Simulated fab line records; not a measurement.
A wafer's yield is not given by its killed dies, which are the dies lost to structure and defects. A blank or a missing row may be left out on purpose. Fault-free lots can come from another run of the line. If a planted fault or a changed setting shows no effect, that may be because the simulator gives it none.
fab line records	flow n5_finfet
record lots=7	wafers=21
route steps=1938 shown BEOL_M4@1050 BEOL_M5@1123 BEOL_M6@1239 BEOL_M7@1299
start_h: hours from the record's first day to the start of the lot's first wafer shown	wait_h: hours from the lot's prior step to this one	" unchanged from the row above	L1.1+2: one row covering several wafers at once	- no value, or no start given	* or withheld: withheld	< > ~ a bound
route shown NAME@n: a module of which the file shows steps, and the number in the route of the first	usual: mean/standard deviation of fault-free wafers	same: alike in all rows	chamber/n: place in a boat	sites: readings site by site	_std_site: how widely they spread, as a standard deviation	_edge_site: inner sites' mean taken away from outer sites' mean	radius_mm: how far each site lies from the wafer's centre	mask NAME#n: copy n	behind: the last tool/chamber to shape the wafer	hold: what put the lot on hold/how long, in hours/how the hold closed	device: which transistor (n, p or np) failed to switch	end of line: tests run on the same wafers once the route is complete	step lacking rows: just its recipe	killed: count of dies lost to structure and defects at first sort (not the wafer's yield)	map: a wafer's dies, x killed, . not, _ none there
set.NAME: setting as actually run; set.NAME@STEP: the setting as run at that earlier step	model.NAME: the simulator's own value behind a step, which no gauge read
lots whose settings were changed on purpose; a table a step, a row a wafer
## steps
# step N5_BEOL_M4_COAT_22
# recipe resist=CAR-EUV	spin_rpm=1500	resist_thk_nm=30
lot.wafer	tool	chamber	start_h	wait_h	set.spin_rpm	model.CAR-EUV_of_BEOL_M4_COAT_22.thk_nm
L077.2+4	litho_track-02	0	-	-	1500	30
L077.3	"	0	"	"	1569	29.4
L078.2+6	litho_track-02	0	-	-	1347	31.6
L078.5	"	0	"	"	1500	30
L082.1+5	litho_track-03	0	-	-	1355	31.6
L082.2	"	0	"	"	1500	30
L088.1+3+4	litho_track-02	0	-	-	1500	30
L089.2+3+4	litho_track-01	0	-	-	1500	30
L094.1+3	litho_track-01	0	-	-	1500	30
L094.2	"	0	"	"	1500	30.2
L096.1+2	litho_track-01	0	-	-	1500	30
L096.3	"	0	"	"	1392	31.2
# step N5_BEOL_M4_EBR_24
# recipe solvent=PGMEA	ebr_width_mm=1.5
# step N5_BEOL_M4_SOFTBAKE_23
# recipe temp_c=110	time_s=60	resist=CAR-EUV
# step N5_BEOL_M4_DESCUM_33
# recipe chemistry=O2	time_s=7	source_power_w=50	bias_power_w=20	pressure_mtorr=20	rf_frequency_hz=2.712e+07	temp_c=40	resist=CAR-EUV	o2_flow_sccm=225
# step N5_BEOL_M4_ETCH_77
# recipe chemistry=N2/H2	target=underlayer	target_depth_a=65	mask_material=CAR-EUV	time_s=5.2	ion_energy_ev=200	pressure_mtorr=30	source_w=840	bias_w=150	n2_flow_sccm=200	h2_flow_sccm=200	ends=cleared
lot.wafer	tool	chamber	start_h	wait_h	set.spin_rpm@BEOL_M4_COAT_22	model.CAR-EUV_of_BEOL_M4_COAT_22.thk_nm
L077.2	rie_diel-06	0	189.84	0.0	1500	20.4
L077.3	"	2	"	"	1569	19.6
L077.4	"	1	"	"	1500	20.2
L078.2+6	rie_diel-01	2	191.15	0.0	1347	21.8
L078.5	"	3	"	"	1500	20.4
L082.1+5	rie_diel-01	2,3	202.26	0.0	1355	21.8
L082.2	"	0	"	"	1500	20.2
L088.1+3	rie_diel-05	0,2	243.68	0.0	1500	20.4
L088.4	"	3	"	"	1500	20.2
L089.2	rie_diel-01	0	248.95	0.0	1500	20.2
L089.3+4	"	3,0	"	"	1500	20.4
L094.1+2+3	rie_diel-01	2,0,3	297.35	0.0	1500	20.4
L096.1+2	rie_diel-05	2,0	298.92	0.0	1500	20.4
L096.3	"	1	"	"	1392	21.4
# step N5_BEOL_M5_EXPOSE_08
# recipe mask_id=M5	na=0.33	source_shape=annular	sigma_inner=0.4	sigma_outer=0.8	polarization=unpolarized	target_cd_nm=28	dose_mj=35.75
lot.wafer	tool	chamber	start_h	wait_h	mask	set.dose_mj
L077.2	euv_scanner-02	0	200.19	-	M5#0	34.32
L077.3+4	"	0	"	"	M5#0	35.75
L078.2	euv_scanner-01	0	208.39	-	M5#0	35.75
L078.5+6	"	0	"	"	M5#0	33.77
L082.1+2	euv_scanner-01	0	225.35	-	M5#0	35.75
L082.5	"	0	"	"	M5#0	36.83
L088.1+3+4	euv_scanner-02	0	256.89	-	M5#0	35.75
L089.2+3+4	euv_scanner-02	0	257.43	-	M5#0	35.75
L094.1	euv_scanner-01	0	311.46	-	M5#0	34.86
L094.2+3	"	0	"	"	M5#0	35.75
L096.1+3	euv_scanner-01	0	313.96	-	M5#0	35.75
L096.2	"	0	"	"	M5#0	36.43
# step N5_BEOL_M5_PEB_09
# recipe peb_temp_c=100	peb_time_s=60	resist=CAR-EUV
# step N5_BEOL_M5_DEVELOP_10
# recipe develop_time_s=30	developer=TMAH	resist=CAR-EUV	rinse_liquid=surfactant_rinse	dry=air_spin	dev_temp_c=23
# step N5_BEOL_M5_CD_MEAS_11
# recipe target_cd_nm=27.74	landing_energy_ev=500	detector=se_inlens
# usual cd_nm=27.89/0.27
lot.wafer	tool	chamber	start_h	wait_h	set.dose_mj@BEOL_M5_EXPOSE_08	cd_nm
L077.2	cd_sem-02	0	200.32	-	34.32	26.90
L077.3	"	0	"	"	35.75	28.24
L077.4	"	0	"	"	35.75	27.91
L078.2	cd_sem-02	0	208.52	-	35.75	28.22
L078.5	"	0	"	"	33.77	26.56
L078.6	"	0	"	"	33.77	26.56
L082.1	cd_sem-03	0	225.48	-	35.75	27.87
L082.2	"	0	"	"	35.75	27.59
L082.5	"	0	"	"	36.83	28.14
L088.1	cd_sem-02	0	257.02	-	35.75	27.42
L088.3	"	0	"	"	35.75	28.19
L088.4	"	0	"	"	35.75	28.04
L089.2	cd_sem-03	0	257.55	-	35.75	28.17
L089.3	"	0	"	"	35.75	27.80
L089.4	"	0	"	"	35.75	27.96
L094.1	cd_sem-03	0	311.59	-	34.86	27.76
L094.2	"	0	"	"	35.75	28.33
L094.3	"	0	"	"	35.75	27.91
L096.1	cd_sem-03	0	314.09	-	35.75	28.15
L096.2	"	0	"	"	36.43	28.22
L096.3	"	0	"	"	35.75	27.76
# step N5_BEOL_M5_DESCUM_16
# recipe chemistry=O2	time_s=7	source_power_w=50	bias_power_w=20	pressure_mtorr=20	rf_frequency_hz=2.712e+07	temp_c=40	resist=CAR-EUV	o2_flow_sccm=225
lot.wafer	tool	chamber	start_h	wait_h	set.dose_mj@BEOL_M5_EXPOSE_08	model.BEOL_M5.cd_nm
L077.2	rie_diel-02	1	200.54	0.1	34.32	27
L077.3	"	2	"	"	35.75	28.2
L077.4	"	0	"	"	35.75	28
L078.2	rie_diel-03	3	208.64	0.0	35.75	28.2
L078.5	"	0	"	"	33.77	26.8
L078.6	"	1	"	"	33.77	26.6
L082.1	rie_diel-02	2	225.61	0.0	35.75	28
L082.2	"	0	"	"	35.75	27.6
L082.5	"	3	"	"	36.83	28.2
L088.1+4	rie_diel-04	0,3	257.14	0.0	35.75	28
L088.3	"	2	"	"	35.75	27.8
L089.2+3	rie_diel-04	1,2	257.67	0.0	35.75	27.8
L089.4	"	0	"	"	35.75	28
L094.1	rie_diel-03	3	311.72	0.0	34.86	27.6
L094.2	"	2	"	"	35.75	28.2
L094.3	"	0	"	"	35.75	28.4
L096.1+3	rie_diel-03	3,2	314.73	0.6	35.75	28
L096.2	"	1	"	"	36.43	28.4
# step N5_BEOL_M5_ETCH_72
# recipe chemistry=N2/H2	target=underlayer	target_depth_a=65	mask_material=CAR-EUV	time_s=5.2	ion_energy_ev=200	pressure_mtorr=30	source_w=840	bias_w=150	n2_flow_sccm=200	h2_flow_sccm=200	ends=cleared
# step N5_BEOL_M5_ETCH_61
# recipe chemistry=CF4	target=SiARC	target_depth_a=156	mask_material=CAR-EUV	time_s=26	ion_energy_ev=80	pressure_mtorr=40	source_w=545	bias_w=36	Ar_flow_sccm=100	cf4_flow_sccm=100	ends=cleared
lot.wafer	tool	chamber	start_h	wait_h	set.dose_mj@BEOL_M5_EXPOSE_08	model.BEOL_M5.cd_nm
L077.2	rie_diel-02	1	200.59	0.0	34.32	26.8
L077.3	"	2	"	"	35.75	28.2
L077.4	"	0	"	"	35.75	28
L078.2	rie_diel-03	3	208.69	0.0	35.75	28.2
L078.5+6	"	0,1	"	"	33.77	27
L082.1	rie_diel-02	2	225.66	0.0	35.75	28
L082.2	"	0	"	"	35.75	27.6
L082.5	"	3	"	"	36.83	28.2
L088.1	rie_diel-04	0	257.20	0.0	35.75	27.8
L088.3	"	2	"	"	35.75	27.6
L088.4	"	3	"	"	35.75	28
L089.2	rie_diel-04	1	257.72	0.0	35.75	27.8
L089.3	"	2	"	"	35.75	27.6
L089.4	"	0	"	"	35.75	28
L094.1	rie_diel-03	3	311.77	0.0	34.86	27.4
L094.2	"	2	"	"	35.75	28
L094.3	"	0	"	"	35.75	28.4
L096.1+3	rie_diel-03	3,2	314.79	0.0	35.75	28
L096.2	"	1	"	"	36.43	28.4
# step N5_BEOL_M5_VIA_ETCH_34
# recipe chemistry=C4F6/O2	target=SiCOH_lowk	target_depth_a=883	mask_material=SOC	taper_deg=4	time_s=39.2	ion_energy_ev=250	pressure_mtorr=30	source_w=345	bias_w=185	Ar_flow_sccm=300	C4F6_flow_sccm=10	O2_flow_sccm=10
# usual rf_vpp_V=665/14
lot.wafer	tool	chamber	start_h	wait_h	set.bias_w	rf_vpp_V	model.etch.depth_nm
L077.2	rie_diel-02	3	201.88	0.0	166.9	621	85.86
L077.3	"	0	"	"	185	673	87.86
L077.4	"	1	"	"	185	661	89.51
L078.2	rie_diel-04	0	211.26	0.0	171.7	633	84.84
L078.5	"	1	"	"	185	683	87.22
L078.6	"	0	"	"	171.7	632	84.51
L082.1	rie_diel-02	1	227.55	0.0	185	661	88.79
L082.2	"	2	"	"	159.3	604	84.62
L082.5	"	3	"	"	159.3	597	84.82
L088.1	rie_diel-02	3	261.82	0.0	185	673	88.27
L088.3	"	0	"	"	185	671	87.06
L088.4	"	2	"	"	185	681	88
L089.2	rie_diel-03	1	261.93	0.0	185	638	86.93
L089.3	"	0	"	"	185	661	86.78
L089.4	"	2	"	"	185	654	86.06
L094.1	rie_diel-03	0	314.53	0.0	196	693	89.43
L094.2	"	2	"	"	185	654	85.25
L094.3	"	1	"	"	196	665	87.54
L096.1	rie_diel-02	0	316.41	0.0	185	671	87.89
L096.2	"	2	"	"	160.3	608	84.94
L096.3	"	3	"	"	160.3	600	84.6
# step N5_BEOL_M5_TRENCH_ETCH_37
# recipe chemistry=C4F6/O2	target_depth_a=716.52	target=SiCOH_lowk	time_s=24.7	ion_energy_ev=250	pressure_mtorr=30	source_w=345	bias_w=185	Ar_flow_sccm=300	C4F6_flow_sccm=10	O2_flow_sccm=10
# usual rf_vpp_V=665/14
lot.wafer	tool	chamber	start_h	wait_h	set.bias_w	rf_vpp_V
L077.2	rie_diel-02	3	-	-	212.5	751
L077.3	"	0	"	"	212.5	748
L077.4	"	1	"	"	185	661
L078.2	rie_diel-04	0	-	-	185	672
L078.5	"	1	"	"	167.5	630
L078.6	"	0	"	"	167.5	620
L082.1	rie_diel-02	1	-	-	185	661
L082.2	"	2	"	"	185	679
L082.5	"	3	"	"	185	674
L088.1	rie_diel-02	3	-	-	185	674
L088.3	"	0	"	"	185	671
L088.4	"	2	"	"	185	681
L089.2	rie_diel-03	1	-	-	202.5	684
L089.3	"	0	"	"	185	662
L089.4	"	2	"	"	202.5	702
L094.1	rie_diel-03	0	-	-	185	662
L094.2	"	2	"	"	185	654
L094.3	"	1	"	"	185	637
L096.1	rie_diel-02	0	-	-	162	605
L096.2	"	2	"	"	185	680
L096.3	"	3	"	"	185	671
# step N5_BEOL_M6_TRENCH_ETCH_37
# recipe chemistry=C4F6/O2	target_depth_a=944.35	target=SiCOH_lowk	time_s=31.5	ion_energy_ev=250	pressure_mtorr=30	source_w=345	bias_w=185	Ar_flow_sccm=300	C4F6_flow_sccm=10	O2_flow_sccm=10
# usual rf_vpp_V=664/11
lot.wafer	tool	chamber	start_h	wait_h	set.bias_w	rf_vpp_V
L077.2	rie_diel-01	0	-	-	207.9	725
L077.3	"	3	"	"	185	671
L077.4	"	1	"	"	207.9	710
L078.2	rie_diel-01	0	-	-	198.7	699
L078.5	"	3	"	"	185	669
L078.6	"	0	"	"	198.7	697
L082.1	rie_diel-06	0	-	-	205.5	717
L082.2	"	3	"	"	205.5	738
L082.5	"	2	"	"	205.5	725
L088.1	rie_diel-01	0	-	-	185	660
L088.3	"	2	"	"	185	665
L088.4	"	2	"	"	185	664
L089.2	rie_diel-06	2	-	-	185	668
L089.3	"	3	"	"	193.8	705
L089.4	"	1	"	"	185	665
L094.1	rie_diel-05	0	-	-	185	656
L094.2	"	1	"	"	185	660
L094.3	"	3	"	"	185	651
L096.1	rie_diel-05	1	-	-	185	658
L096.2	"	0	"	"	218	747
L096.3	"	2	"	"	185	688
# step N5_BEOL_M7_DESCUM_33
# recipe chemistry=O2	time_s=7	source_power_w=50	bias_power_w=20	pressure_mtorr=20	rf_frequency_hz=2.712e+07	temp_c=40	resist=CAR-EUV	o2_flow_sccm=225
lot.wafer	tool	chamber	start_h	wait_h	set.time_s	model.CAR-EUV_of_BEOL_M7_COAT_22.thk_nm
L077.2+3+4	rie_diel-02	2,0,3	223.67	0.0	7	26
L078.2+5	rie_diel-04	2,0	232.26	0.0	7	26
L078.6	"	1	"	"	8.436	25.2
L082.1	rie_diel-04	1	247.73	0.0	8.24	25.6
L082.2	"	3	"	"	8.24	25.4
L082.5	"	3	"	"	7	26
L088.1+3+4	rie_diel-04	3,2,0	280.46	0.2	7	26.2
L089.2+3+4	rie_diel-03	3,1,0	283.40	0.5	7	26
L094.1	rie_diel-03	0	334.91	0.0	8.56	25.4
L094.2	"	3	"	"	8.56	25.2
L094.3	"	1	"	"	7	26
L096.1+3	rie_diel-02	2,3	340.53	0.0	6.355	26.4
L096.2	"	1	"	"	7	26
# step N5_BEOL_M7_ETCH_72
# recipe chemistry=N2/H2	target=underlayer	target_depth_a=65	mask_material=CAR-EUV	time_s=5.2	ion_energy_ev=200	pressure_mtorr=30	source_w=840	bias_w=150	n2_flow_sccm=200	h2_flow_sccm=200	ends=cleared
lot.wafer	tool	chamber	start_h	wait_h	set.time_s@BEOL_M7_DESCUM_33	model.CAR-EUV_of_BEOL_M7_COAT_22.thk_nm
L077.2	rie_diel-02	2	223.70	0.0	7	20.2
L077.3+4	"	0,3	"	"	7	20.4
L078.2+5	rie_diel-04	2,0	232.29	0.0	7	20.2
L078.6	"	1	"	"	8.436	19.6
L082.1	rie_diel-04	1	247.77	0.0	8.24	19.8
L082.2	"	3	"	"	8.24	19.6
L082.5	"	3	"	"	7	20.2
L088.1+4	rie_diel-04	3,0	280.50	0.0	7	20.4
L088.3	"	2	"	"	7	20.6
L089.2+3+4	rie_diel-03	3,1,0	283.44	0.0	7	20.2
L094.1	rie_diel-03	0	334.94	0.0	8.56	19.6
L094.2	"	3	"	"	8.56	19.4
L094.3	"	1	"	"	7	20.2
L096.1+3	rie_diel-02	2,3	340.57	0.0	6.355	20.8
L096.2	"	1	"	"	7	20.4
# step N5_BEOL_M7_TRENCH_ETCH_37
# recipe chemistry=C4F6/O2	target_depth_a=934.78	target=SiCOH_lowk	time_s=31.2	ion_energy_ev=250	pressure_mtorr=30	source_w=345	bias_w=185	Ar_flow_sccm=300	C4F6_flow_sccm=10	O2_flow_sccm=10
lot.wafer	tool	chamber	start_h	wait_h	set.time_s	model.BEOL_M7.feature_depth_nm	model.etch.depth_nm
L077.2	rie_diel-02	2	-	-	31.2	94.6	94.64
L077.3	"	0	"	"	31.2	92.2	92.23
L077.4	"	3	"	"	28.02	84.2	84.28
L078.2	rie_diel-04	2	-	-	37.69	112.4	112.3
L078.5	"	0	"	"	37.69	111.6	111.6
L078.6	"	1	"	"	37.69	111.4	111.4
L082.1	rie_diel-04	1	-	-	31.2	91.6	91.69
L082.2	"	3	"	"	35.94	111.6	111.6
L082.5	"	3	"	"	35.94	111.8	111.9
L088.1	rie_diel-04	3	-	-	31.2	96.4	96.4
L088.3	"	2	"	"	31.2	92.6	92.59
L088.4	"	0	"	"	31.2	92	91.91
L089.2	rie_diel-03	3	-	-	27.52	81.4	81.35
L089.3	"	1	"	"	27.52	80.2	80.26
L089.4	"	0	"	"	31.2	91	90.98
L094.1	rie_diel-03	0	-	-	35.17	102.2	102.2
L094.2	"	3	"	"	31.2	92.6	92.5
L094.3	"	1	"	"	31.2	90	90.1
L096.1	rie_diel-02	2	-	-	24.22	73	72.95
L096.2	"	1	"	"	24.22	72.8	72.88
L096.3	"	3	"	"	31.2	92.8	92.88
# step N5_BEOL_M7_ETCH_41
# recipe chemistry=CH3F/O2	target=SiCN	target_depth_a=319	taper_deg=2	time_s=57.8	ion_energy_ev=120	mask_material=TiN	pressure_mtorr=30	source_w=395	bias_w=75	Ar_flow_sccm=150	CH3F_flow_sccm=30	O2_flow_sccm=20
# step N5_BEOL_M7_STRIP_80
# recipe chemistry=N2/H2	time_s=10	power_w=450	temp_c=40	pressure_mtorr=20	rf_frequency_hz=6e+07	bias_power_w=7	n2_flow_sccm=200	h2_flow_sccm=200
# step N5_BEOL_M7_OCD_MEAS_38
# usual trench_depth_nm=93.0/2
lot.wafer	tool	chamber	start_h	wait_h	set.time_s@BEOL_M7_TRENCH_ETCH_37	trench_depth_nm
L077.2	ocd-01	-	224.10	-	31.2	94.7
L077.3	"	-	"	"	31.2	92.2
L077.4	"	-	"	"	28.02	83.8
L078.2	ocd-01	-	232.69	-	37.69	112.5
L078.5	"	-	"	"	37.69	111.5
L078.6	"	-	"	"	37.69	111.1
L082.1	ocd-02	-	248.16	-	31.2	91.9
L082.2	"	-	"	"	35.94	111.5
L082.5	"	-	"	"	35.94	111.9
L088.1	ocd-02	-	280.89	-	31.2	96.6
L088.3	"	-	"	"	31.2	92.9
L088.4	"	-	"	"	31.2	91.7
L089.2	ocd-01	-	283.83	-	27.52	81.1
L089.3	"	-	"	"	27.52	80.4
L089.4	"	-	"	"	31.2	91.0
L094.1	ocd-01	-	335.34	-	35.17	102.3
L094.2	"	-	"	"	31.2	92.7
L094.3	"	-	"	"	31.2	90.3
L096.1	ocd-02	-	340.96	-	24.22	73.2
L096.2	"	-	"	"	24.22	73.1
L096.3	"	-	"	"	31.2	92.6
# step N5_BEOL_M7_HM_STRIP_39
# recipe chemistry=peroxide_tin_strip	material=TiN	target_depth_a=250	temp_c=50	time_s=158
# step N5_BEOL_M7_SRD_40
# recipe time_s=30	temp_c=23	rinse_liquid=diw	dry=ipa_marangoni
# step N5_BEOL_M7_ECD_50
# recipe material=Cu	target_thk_a=3000
# step N5_BEOL_M7_ANNEAL_51
# recipe temp_c=225	time_s=90	ambient=N2
# step N5_BEOL_M7_CMP_52
# recipe stop_on=SiCOH_lowk	t_overpolish_s=6.9	down_force_psi=1	platen_rpm=50	clearing_platen_down_force_psi=1.5	clearing_platen_rpm=50	post_cmp_clean=cu_alkaline	target_thk_nm=80	clearing_platen_pad_velocity_m_s=0.99484	pad_velocity_m_s=0.99484
lot.wafer	tool	chamber	start_h	wait_h	set.time_s@BEOL_M7_TRENCH_ETCH_37	model.Cu_of_BEOL_M7_ECD_50.thk_nm
L077.3	cmp-02	3	226.68	0.2	31.2	79
L077.2	"	0	"	"	31.2	79.4
L077.4	"	1	"	"	28.02	70.8
L078.2	cmp-03	0	234.56	0.2	37.69	97.8
L078.6	"	0	"	"	37.69	97.4
L078.5	"	1	"	"	37.69	98.8
L082.1	cmp-02	1	250.31	0.4	31.2	80.4
L082.2	"	2	"	"	35.94	100.2
L082.5	"	0	"	"	35.94	98.8
L088.1	cmp-01	2	284.52	0.3	31.2	80.6
L088.3	"	3	"	"	31.2	78.8
L088.4	"	1	"	"	31.2	79
L089.2	cmp-03	2	286.56	0.4	27.52	68
L089.3	"	3	"	"	27.52	66.2
L089.4	"	1	"	"	31.2	76.8
L094.2	cmp-03	2	339.90	0.5	31.2	80
L094.1	"	3	"	"	35.17	89.2
L094.3	"	0	"	"	31.2	76.2
L096.1	cmp-01	2	350.64	0.5	24.22	57.4
L096.3	"	3	"	"	31.2	78.8
L096.2	"	0	"	"	24.22	60
# step N5_BEOL_M7_THK_MEAS_53
# recipe thk_meas_gauge=xrf	reads=Cu_of_BEOL_M7_ECD_50
# usual M7_THK=80.3/2.5
lot.wafer	tool	chamber	start_h	wait_h	set.time_s@BEOL_M7_TRENCH_ETCH_37	M7_THK[nm]
L077.2	film_metro-02	-	226.94	-	31.2	80.7
L077.3	"	-	"	"	31.2	80.4
L077.4	"	-	"	"	28.02	71.9
L078.2	film_metro-02	-	234.85	-	37.69	99.6
L078.5	"	-	"	"	37.69	101.1
L078.6	"	-	"	"	37.69	99.3
L082.1	film_metro-02	-	250.53	-	31.2	81.3
L082.2	"	-	"	"	35.94	100.7
L082.5	"	-	"	"	35.94	99.9
L088.1	film_metro-02	-	284.81	-	31.2	81.9
L088.3	"	-	"	"	31.2	79.8
L088.4	"	-	"	"	31.2	79.8
L089.2	film_metro-01	-	286.86	-	27.52	68.7
L089.3	"	-	"	"	27.52	66.7
L089.4	"	-	"	"	31.2	77.6
L094.1	film_metro-01	-	340.19	-	35.17	89.9
L094.2	"	-	"	"	31.2	80.5
L094.3	"	-	"	"	31.2	76.4
L096.1	film_metro-02	-	350.93	-	24.22	58.8
L096.2	"	-	"	"	24.22	61.0
L096.3	"	-	"	"	31.2	80.3
# step N5_BEOL_M7_PRE_CLEAN_55
# recipe gas=NH3	time_s=15	temp_c=withheld	rf_power_w=300
# step N5_BEOL_M7_DEP_56
# recipe material=SiCN	target_thk_a=100	temp_c=withheld	precursor=3MS/NH3	pressure_torr=3	rf_w=202	time_s=17.5
# step N5_BEOL_M7_RS_MEAS_57
# recipe thk_meas_gauge=four-point-probe	reads=Cu_of_BEOL_M7_ECD_50+Co_of_BEOL_M7_CVD_78+TaN_of_BEOL_M7_ALD_77
# usual M7_RS=0.289/0.0099
lot.wafer	tool	chamber	start_h	wait_h	set.time_s@BEOL_M7_TRENCH_ETCH_37	M7_RS[ohm/sq]
L077.2	film_metro-01	-	227.07	0.1	31.2	0.288
L077.3	"	-	"	"	31.2	0.290
L077.4	"	-	"	"	28.02	0.331
L078.2	film_metro-02	-	234.98	0.1	37.69	0.227
L078.5	"	-	"	"	37.69	0.224
L078.6	"	-	"	"	37.69	0.228
L082.1	film_metro-01	-	250.66	0.1	31.2	0.284
L082.2	"	-	"	"	35.94	0.221
L082.5	"	-	"	"	35.94	0.224
L088.1	film_metro-01	-	284.94	0.1	31.2	0.284
L088.3	"	-	"	"	31.2	0.290
L088.4	"	-	"	"	31.2	0.290
L089.2	film_metro-02	-	286.99	0.1	27.52	0.347
L089.3	"	-	"	"	27.52	0.358
L089.4	"	-	"	"	31.2	0.301
L094.1	film_metro-02	-	340.33	0.1	35.17	0.252
L094.2	"	-	"	"	31.2	0.286
L094.3	"	-	"	"	31.2	0.304
L096.1	film_metro-02	-	351.06	0.1	24.22	0.426
L096.2	"	-	"	"	24.22	0.404
L096.3	"	-	"	"	31.2	0.291
## key
split step=N5_BEOL_M4_COAT_22	setting=spin_rpm	stated=1500	by=wafer
response step=N5_BEOL_M4_COAT_22	reading=model.CAR-EUV_of_BEOL_M4_COAT_22.thk_nm	change=-0.16	per=1%	r=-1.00
response step=N5_BEOL_M4_ETCH_77	reading=model.CAR-EUV_of_BEOL_M4_COAT_22.thk_nm	change=-0.148	per=1%	r=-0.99
split step=N5_BEOL_M5_EXPOSE_08	setting=dose_mj	stated=35.75	by=wafer
response step=N5_BEOL_M5_CD_MEAS_11	reading=cd_nm	change=+0.252	per=1%	r=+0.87
response step=N5_BEOL_M5_DESCUM_16	reading=model.BEOL_M5.cd_nm	change=+0.25	per=1%	r=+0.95
response step=N5_BEOL_M5_ETCH_61	reading=model.BEOL_M5.cd_nm	change=+0.241	per=1%	r=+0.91
split step=N5_BEOL_M5_VIA_ETCH_34	setting=bias_w	stated=185	by=wafer
response step=N5_BEOL_M5_VIA_ETCH_34	reading=rf_vpp_V	change=+4.86	per=1%	r=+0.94
response step=N5_BEOL_M5_VIA_ETCH_34	reading=model.etch.depth_nm	change=+0.295	per=1%	r=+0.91
split step=N5_BEOL_M5_TRENCH_ETCH_37	setting=bias_w	stated=185	by=wafer
response step=N5_BEOL_M5_TRENCH_ETCH_37	reading=rf_vpp_V	change=+5.31	per=1%	r=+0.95
split step=N5_BEOL_M6_TRENCH_ETCH_37	setting=bias_w	stated=185	by=wafer
response step=N5_BEOL_M6_TRENCH_ETCH_37	reading=rf_vpp_V	change=+4.18	per=1%	r=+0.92
split step=N5_BEOL_M7_DESCUM_33	setting=time_s	stated=7	by=wafer
response step=N5_BEOL_M7_DESCUM_33	reading=model.CAR-EUV_of_BEOL_M7_COAT_22.thk_nm	change=-0.0339	per=1%	r=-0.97
response step=N5_BEOL_M7_ETCH_72	reading=model.CAR-EUV_of_BEOL_M7_COAT_22.thk_nm	change=-0.0307	per=1%	r=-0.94
split step=N5_BEOL_M7_TRENCH_ETCH_37	setting=time_s	stated=31.2	by=wafer
response step=N5_BEOL_M7_TRENCH_ETCH_37	reading=model.BEOL_M7.feature_depth_nm	change=+0.971	per=1%	r=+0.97
response step=N5_BEOL_M7_TRENCH_ETCH_37	reading=model.etch.depth_nm	change=+0.971	per=1%	r=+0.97
response step=N5_BEOL_M7_OCD_MEAS_38	reading=trench_depth_nm	change=+0.963	per=1%	r=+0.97
response step=N5_BEOL_M7_CMP_52	reading=model.Cu_of_BEOL_M7_ECD_50.thk_nm	change=+0.952	per=1%	r=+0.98
response step=N5_BEOL_M7_THK_MEAS_53	reading=M7_THK	change=+0.963	per=1%	r=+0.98
response step=N5_BEOL_M7_RS_MEAS_57	reading=M7_RS	change=-0.00466	per=1%	r=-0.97
